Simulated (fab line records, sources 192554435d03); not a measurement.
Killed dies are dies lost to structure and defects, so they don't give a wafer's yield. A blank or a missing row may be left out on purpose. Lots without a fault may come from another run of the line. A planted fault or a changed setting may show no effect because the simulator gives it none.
Which tool did it? | flow n5_finfet | 9 lots, 27 wafers sampled, at 6 steps of a route of 1938

WHAT THE GAUGES READ, wafer by wafer
N5_FIN_CUT_OVL_MEAS_09. Usual: FIN_CUT_OVL -0.4 nm, standard deviation 0.65.
lot  | measured    | on         | FIN_CUT_OVL (nm) | flag
L571 | day 3 03:47 | overlay-02 | -0.7 0.8 -0.8    |
L573 | day 3 16:44 | overlay-01 | -0.6 -1.1 -0.5   |
L577 | day 4 14:50 | overlay-01 | -0.9 -0.1 -0.2   |
L578 | day 4 20:37 | overlay-01 | -0.9 0.0 -0.7    |
L579 | day 5 03:08 | overlay-01 | 0.5 -0.4 0.5     |
L582 | day 5 21:44 | overlay-01 | -0.2 0.2 -0.6    |
L585 | day 6 14:50 | overlay-01 | 11.1 11.5 10.7   | OFF
L586 | day 6 20:27 | overlay-01 | 10.5 10.9 10.5   | OFF
L588 | day 7 10:10 | overlay-01 | -0.7 -0.8 -1.0   |

N5_BEOL_M4_RC_MEAS_101. Usual: DIBL_N 36.6 mV/V, standard deviation 1.3; DIBL_P 36.4 mV/V, standard deviation 1.4; IOFF_N 0.167 nA/um, standard deviation 0.023; IOFF_P 0.219 nA/um, standard deviation 0.029; ION_N 678 uA/um, standard deviation 8.7; ION_P 464 uA/um, standard deviation 6.4; SS_N 71.5 mV/dec, standard deviation 0.53; SS_P 73.4 mV/dec, standard deviation 0.57; VT_N 248.5 mV, standard deviation 2.8; VT_P -249 mV, standard deviation 3.1.
lot  | measured     | on        | DIBL_N (mV/V)  | DIBL_P (mV/V)  | IOFF_N (nA/um)    | IOFF_P (nA/um)    | ION_N (uA/um) | ION_P (uA/um) | SS_N (mV/dec)  | SS_P (mV/dec)  | VT_N (mV)         | VT_P (mV)      | flag
L571 | day 9 10:55  | prober-02 | 37.2 37.2 39.4 | 36.1 35.8 38.8 | 0.166 0.158 0.219 | 0.233 0.233 0.279 | 688 691 702   | 471 470 477   | 71.8 71.2 71.9 | 73.2 73.9 74.0 | 247.2 246.0 242.7 | -245 -245 -246 |
L573 | day 10 10:31 | prober-02 | 39.2 37.6 38.4 | 38.2 36.8 37.3 | 0.191 0.175 0.176 | 0.240 0.219 0.224 | 684 681 684   | 465 464 466   | 72.3 72.0 72.6 | 73.7 72.9 73.1 | 248.0 247.0 248.2 | -246 -248 -246 |
L577 | day 12 19:20 | prober-01 | 34.9 36.6 34.6 | 34.7 36.5 34.2 | 0.144 0.170 0.131 | 0.182 0.208 0.178 | 674 669 665   | 460 458 461   | 71.2 71.6 70.7 | 72.9 73.3 72.7 | 250.8 247.6 249.1 | -253 -249 -251 |
L578 | day 11 14:51 | prober-01 | 34.9 34.1 34.5 | 36.0 34.6 35.8 | 0.157 0.154 0.158 | 0.243 0.216 0.238 | 675 678 681   | 467 468 472   | 71.3 71.1 71.1 | 73.4 72.9 73.4 | 252.5 248.4 249.7 | -242 -246 -247 |
L579 | day 13 02:11 | prober-02 | 35.6 36.8 35.9 | 34.4 36.1 35.5 | 0.148 0.175 0.152 | 0.192 0.229 0.214 | 673 687 671   | 458 468 464   | 70.7 71.4 71.7 | 73.2 73.6 73.0 | 250.9 248.2 248.8 | -250 -248 -248 |
L582 | day 13 08:50 | prober-02 | 37.3 38.8 37.2 | 36.1 38.8 35.9 | 0.187 0.219 0.182 | 0.241 0.290 0.238 | 675 681 669   | 464 468 459   | 72.4 72.3 72.7 | 73.5 75.0 73.2 | 248.6 245.4 246.7 | -245 -244 -246 |
L585 | day 14 20:09 | prober-02 | 35.9 35.2 36.6 | 35.4 35.2 36.0 | 0.156 0.148 0.169 | 0.219 0.225 0.230 | 675 681 681   | 464 472 466   | 70.9 70.5 70.9 | 73.2 73.5 73.4 | 246.8 249.7 246.5 | -250 -248 -248 |
L586 | day 14 18:17 | prober-01 | 36.4 37.5 37.3 | 36.8 38.0 37.8 | 0.165 0.173 0.172 | 0.212 0.237 0.228 | 667 670 668   | 458 463 461   | 71.5 71.5 71.3 | 73.0 73.5 73.2 | 246.2 247.3 247.1 | -250 -248 -251 |
L588 | day 15 15:37 | prober-01 | 37.1 37.7 36.9 | 39.1 38.4 38.3 | 0.171 0.176 0.168 | 0.247 0.233 0.222 | 674 675 678   | 463 465 466   | 72.1 72.4 71.7 | 73.3 73.7 73.8 | 249.8 250.0 252.3 | -248 -248 -251 |

WHICH TOOL RAN EACH LOT (tool, then ch and the chambers of the sampled wafers, then the start)
lot  | N5_FIN_SAQP_STRIP_77              | N5_FIN_CUT_EXPOSE_05             | N5_FIN_CUT_ETCH_30                | N5_FIN_CUT_PRECLEAN_35
L571 | rie_diel-01 ch 0,2,3, day 3 03:01 | euv_scanner-01 ch 0, day 3 03:38 | rie_diel-06 ch 0,1,2, day 3 04:00 | vapor_etch-01 ch 0,1, day 3 04:31
L573 | rie_diel-01 ch 1,2, day 3 15:50   | euv_scanner-01 ch 0, day 3 16:34 | rie_diel-03 ch 0,2,3, day 3 17:14 | vapor_etch-02 ch 0,1, day 3 17:46
L577 | rie_diel-01 ch 0,2,3, day 4 14:03 | euv_scanner-01 ch 0, day 4 14:40 | rie_diel-03 ch 0,2,3, day 4 14:57 | vapor_etch-01 ch 0,1, day 4 15:28
L578 | rie_diel-05 ch 0,1,3, day 4 19:43 | euv_scanner-02 ch 0, day 4 20:28 | rie_diel-02 ch 0,2,3, day 4 20:44 | vapor_etch-01 ch 0,1, day 4 21:16
L579 | rie_diel-05 ch 0,2,3, day 5 02:21 | euv_scanner-02 ch 0, day 5 02:58 | rie_diel-06 ch 0,1,3, day 5 03:15 | vapor_etch-02 ch 0,1, day 5 03:46
L582 | rie_diel-04 ch 0,1, day 5 20:49   | euv_scanner-02 ch 0, day 5 21:34 | rie_diel-02 ch 1,2,3, day 5 21:51 | vapor_etch-02 ch 0,1, day 5 23:29
L585 | rie_diel-04 ch 0,1,2, day 6 14:04 | euv_scanner-01 ch 0, day 6 14:40 | rie_diel-02 ch 0,3, day 6 14:58   | vapor_etch-01 ch 0,1, day 6 15:29
L586 | rie_diel-04 ch 0,2,3, day 6 19:40 | euv_scanner-01 ch 0, day 6 20:17 | rie_diel-06 ch 0,1,2, day 6 20:34 | vapor_etch-02 ch 0,1, day 6 21:06
L588 | rie_diel-01 ch 0,1, day 7 09:22   | euv_scanner-02 ch 0, day 7 10:01 | rie_diel-02 ch 0,1,2, day 7 10:17 | vapor_etch-02 ch 0,1, day 7 10:49
- N5_FIN_SAQP_STRIP_77: strips in N2/H2, time 90 s.
- N5_FIN_CUT_EXPOSE_05: exposes mask FIN CUT.
- N5_FIN_CUT_ETCH_30: etches underlayer in N2/H2, target depth 13 nm, time 10.4 s.
- N5_FIN_CUT_PRECLEAN_35: cleans in vHF, time 13.3 s.

WHAT THE TOOLS THEMSELVES READ (means of the sampled wafers that have a number; where no wafer has one, the mark that the record gives instead)
N5_FIN_SAQP_STRIP_77. Usual: drypump_motor_current_A 5.9 A, standard deviation 0.49; oes_product_au 0.79 a.u., standard deviation 0.083; rf_vpp_V 45.4 V, standard deviation 0.89; showerhead_plenum_p_Torr 3.42 Torr, standard deviation 0.088; throttle_valve_pct 12.27 %, standard deviation 0.17.
lot  | tool        | drypump_motor_current_A (A) | oes_product_au (a.u.) | rf_vpp_V (V) | showerhead_plenum_p_Torr (Torr) | throttle_valve_pct (%) | flag
L571 | rie_diel-01 | 5.6                         | 0.84                  | 45.5         | 3.41                            | 12.15                  |
L573 | rie_diel-01 | 5.4                         | 0.78                  | 44.6         | 3.42                            | 12.29                  |
L577 | rie_diel-01 | 5.6                         | 0.82                  | 45.0         | 3.40                            | 12.17                  |
L578 | rie_diel-05 | 6.1                         | 0.84                  | 45.3         | 3.42                            | 12.17                  |
L579 | rie_diel-05 | 5.9                         | 0.82                  | 44.9         | 3.45                            | 12.31                  |
L582 | rie_diel-04 | 6.2                         | 0.68                  | 45.2         | 3.38                            | 12.43                  |
L585 | rie_diel-04 | 6.0                         | 0.70                  | 45.0         | 3.38                            | 12.45                  |
L586 | rie_diel-04 | 5.8                         | 0.80                  | 45.1         | 3.43                            | 12.31                  |
L588 | rie_diel-01 | 6.0                         | 0.81                  | 46.3         | 3.35                            | 12.30                  |

N5_FIN_CUT_EXPOSE_05. Usual: exposure_dose_mJ_cm2 46.2, standard deviation 0.48.
lot  | tool           | exposure_dose_mJ_cm2 | flag
L571 | euv_scanner-01 | 46.6                 |
L573 | euv_scanner-01 | 46.6                 |
L577 | euv_scanner-01 | 46.7                 |
L578 | euv_scanner-02 | 45.7                 |
L579 | euv_scanner-02 | 45.7                 |
L582 | euv_scanner-02 | 45.7                 |
L585 | euv_scanner-01 | 46.6                 |
L586 | euv_scanner-01 | 46.6                 |
L588 | euv_scanner-02 | 45.6                 |

N5_FIN_CUT_ETCH_30. Usual: drypump_motor_current_A 5.7 A, standard deviation 0.45; etch_rf_on_time_s 10.40 s, standard deviation 0.18; oes_product_au 0.66 a.u., standard deviation 0.077; rf_vpp_V 523.8 V, standard deviation 2.4; showerhead_plenum_p_Torr 2.54 Torr, standard deviation 0.08; throttle_valve_pct 17.91 %, standard deviation 0.24.
lot  | tool        | drypump_motor_current_A (A) | etch_rf_on_time_s (s) | oes_product_au (a.u.) | rf_vpp_V (V) | showerhead_plenum_p_Torr (Torr) | throttle_valve_pct (%) | flag
L571 | rie_diel-06 | 5.7                         | 10.41                 | 0.62                  | 524.1        | 2.53                            | 17.91                  |
L573 | rie_diel-03 | 5.2                         | 10.61                 | 0.66                  | 521.4        | 2.44                            | 17.83                  |
L577 | rie_diel-03 | 5.2                         | 10.90                 | 0.64                  | 520.9        | 2.44                            | 17.84                  |
L578 | rie_diel-02 | 5.8                         | 10.23                 | 0.65                  | 524.4        | 2.54                            | 17.98                  |
L579 | rie_diel-06 | 5.4                         | 10.42                 | 0.60                  | 524.3        | 2.56                            | 18.08                  |
L582 | rie_diel-02 | 6.0                         | 10.36                 | 0.72                  | 524.4        | 2.57                            | 17.85                  |
L585 | rie_diel-02 | 5.7                         | 10.42                 | 0.73                  | 522.1        | 2.48                            | 17.95                  |
L586 | rie_diel-06 | 5.8                         | 10.27                 | 0.70                  | 524.2        | 2.52                            | 17.80                  |
L588 | rie_diel-02 | 6.0                         | 10.39                 | 0.74                  | 524.5        | 2.57                            | 17.70                  |

N5_FIN_CUT_PRECLEAN_35. Usual: drypump_motor_current_A 5.4 A, standard deviation 0.52.
lot  | tool          | drypump_motor_current_A (A) | flag
L571 | vapor_etch-01 | 6.1                         |
L573 | vapor_etch-02 | 5.1                         |
L577 | vapor_etch-01 | 6.1                         |
L578 | vapor_etch-01 | 6.1                         |
L579 | vapor_etch-02 | 5.2                         |
L582 | vapor_etch-02 | 5.1                         |
L585 | vapor_etch-01 | 6.1                         |
L586 | vapor_etch-02 | 5.1                         |
L588 | vapor_etch-02 | 5.2                         |

THE ANSWER, worked out from the rows above alone
Rule: a lot is off if the mean of its wafers that have a number lies more than 3 standard deviations from the usual mean. A lot without any number at a reading at which 4 lots or more have one is off too. The other lots that the step has rows for count as sound. The gauges are gone through in route order, then the tools' own readings, and for those a lot's mean is taken as printed above. The first step at which some lot is off is used, and at that step the reading that is off furthest; a lot without a number counts as furthest.
Off: L585, L586, at N5_FIN_CUT_OVL_MEAS_09 (FIN_CUT_OVL).
A tool fits if, at a process step before that reading, it ran every lot that is off, and no sound lot after the first of them. The gauges at N5_FIN_CUT_OVL_MEAS_09 are tried like those tools. Can't be told from this: 2 tools fit, rie_diel-04 at N5_FIN_SAQP_STRIP_77, euv_scanner-01 at N5_FIN_CUT_EXPOSE_05.

WHAT THE SIMULATOR HAD PUT IN
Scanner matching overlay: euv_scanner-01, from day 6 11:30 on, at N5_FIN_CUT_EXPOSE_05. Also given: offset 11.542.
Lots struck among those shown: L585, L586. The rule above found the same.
